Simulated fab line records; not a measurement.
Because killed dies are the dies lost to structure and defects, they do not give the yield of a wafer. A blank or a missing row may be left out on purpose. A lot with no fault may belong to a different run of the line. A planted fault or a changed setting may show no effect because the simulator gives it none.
Split-lot trial + flow n5_finfet + route with 1938 steps; 7 lots, 21 wafers read

## ABOUT THE SPLIT
At N5_BEOL_M14_EXPOSE_25 (exposes mask M14, target cd 280 nm), the setting dose_mj was moved away from the recipe's 26.6 on 6 of the 21 wafers read, by +2.1% to +7.0%. For the rest of the wafers, this setting stayed at what the recipe calls for.

## FROM THE SPLIT TO THE READING: what the file shows between them, 3 steps
- N5_BEOL_M14_PEB_26: peb time 90 s
- N5_BEOL_M14_DEVELOP_27: develop time 45 s
- N5_BEOL_M14_HARDBAKE_32: time 120 s

## THE READING
cd_nm, in nm, at N5_BEOL_M14_CD_MEAS_28 (target cd 284.4 nm). A value of 284.9 nm with a standard deviation of 2 nm is what fault-free wafers of this fab line usually give.

| wafer  | tool, chamber at the split | dose_mj as run | against the recipe | cd_nm, nm | against lot-mates on the recipe |
|--------|----------------------------|----------------|--------------------|-----------|---------------------------------|
| L077.1 | krf_scanner-02, 0          | 26.6           | recipe             | 285.3     | -                               |
| L077.2 | krf_scanner-02, 0          | 26.6           | recipe             | 281.8     | -                               |
| L077.6 | krf_scanner-02, 0          | 26.6           | recipe             | 280.7     | -                               |
| L078.1 | krf_scanner-02, 0          | 26.6           | recipe             | 281.4     | -                               |
| L078.2 | krf_scanner-02, 0          | 27.91          | +4.9%              | 291.0     | +6.5                            |
| L078.5 | krf_scanner-02, 0          | 26.6           | recipe             | 287.7     | -                               |
| L085.1 | krf_scanner-01, 0          | 26.6           | recipe             | 282.1     | -                               |
| L085.3 | krf_scanner-01, 0          | 26.6           | recipe             | 281.9     | -                               |
| L085.6 | krf_scanner-01, 0          | 28.21          | +6.1%              | 293.1     | +11.1                           |
| L086.1 | krf_scanner-01, 0          | 26.6           | recipe             | 283.1     | -                               |
| L086.4 | krf_scanner-01, 0          | 27.36          | +2.9%              | 291.4     | +7.2                            |
| L086.5 | krf_scanner-01, 0          | 26.6           | recipe             | 285.2     | -                               |
| L087.3 | krf_scanner-01, 0          | 26.6           | recipe             | 285.6     | -                               |
| L087.5 | krf_scanner-01, 0          | 26.6           | recipe             | 282.5     | -                               |
| L087.6 | krf_scanner-01, 0          | 26.6           | recipe             | 284.2     | -                               |
| L092.3 | krf_scanner-01, 0          | 28.45          | +7.0%              | 296.7     | +8.5                            |
| L092.4 | krf_scanner-01, 0          | 26.6           | recipe             | 288.3     | -                               |
| L092.5 | krf_scanner-01, 0          | 26.6           | recipe             | 288.1     | -                               |
| L095.3 | krf_scanner-02, 0          | 27.16          | +2.1%              | 288.0     | +3.2                            |
| L095.4 | krf_scanner-02, 0          | 27.16          | +2.1%              | 289.8     | +5.0                            |
| L095.5 | krf_scanner-02, 0          | 26.6           | recipe             | 284.8     | -                               |

THE FIT
A straight line over all 21 wafers: cd_nm changes by +1.67 nm for each +1% of dose_mj; r = +0.85; the points scatter about the line by 2.3 nm.
The same after taking each lot's own level away (the mean of its wafers on the recipe; 21 wafers): +1.52 nm for each +1%; r = +0.89; scatter 1.8 nm.
On that fit, the largest move of dose_mj shifts the reading by 11 nm.
From 282.00 to 288.20 nm: that is the span of the lots' own levels, equal to 3.1 times the standard deviation above.
Thus the slope moves with the lot-to-lot level: the two fits are different.
Check: with one of the wafers moved furthest among these (+7.0%) left out of the fit, the line predicts +12.2 nm for it against its lot-mates. Against them it came out at +8.5 nm.

## FURTHER SPLITS ON THESE WAFERS
Note: prior to the reading, these wafers also went through further splits. Each is held against what the fit with the lots' levels taken away leaves over:
| other split on the same wafers | wafers away from the commonest value | r with cd_nm (lot level and that fit taken away) |
|--------------------------------|--------------------------------------|--------------------------------------------------|
| N5_BEOL_M8_ALD_77 purge_time_s | 4                                    | -0.25                                            |
| N5_BEOL_M11_COAT_59 spin_rpm   | 12                                   | +0.29                                            |
| N5_BEOL_M11_COAT_05 spin_rpm   | 9                                    | -0.21                                            |
| N5_BEOL_M13_COAT_04 spin_rpm   | 6                                    | -0.17                                            |
| N5_BEOL_M14_COAT_22 spin_rpm   | 9                                    | +0.24                                            |

## THE WHOLE CHAIN: every reading that the file lists as answering this split, in the file's order
| step                   | what it does             | reading                                                         | change (the file's fit)              | r (the file's) |
|------------------------|--------------------------|-----------------------------------------------------------------|--------------------------------------|----------------|
| N5_BEOL_M14_CD_MEAS_28 | target cd 284.4 nm       | cd_nm                                                           | +1.54 nm for each +1% of the setting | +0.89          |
| N5_BEOL_M14_DESCUM_33  | chemistry O2, time 7.9 s | BEOL_M14.cd_nm (the simulator's own value, which no gauge read) | +1.6 nm for each +1% of the setting  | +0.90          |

## FILE'S OWN FIT
cd_nm changes by +1.54 nm for each +1% of dose_mj, r = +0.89.
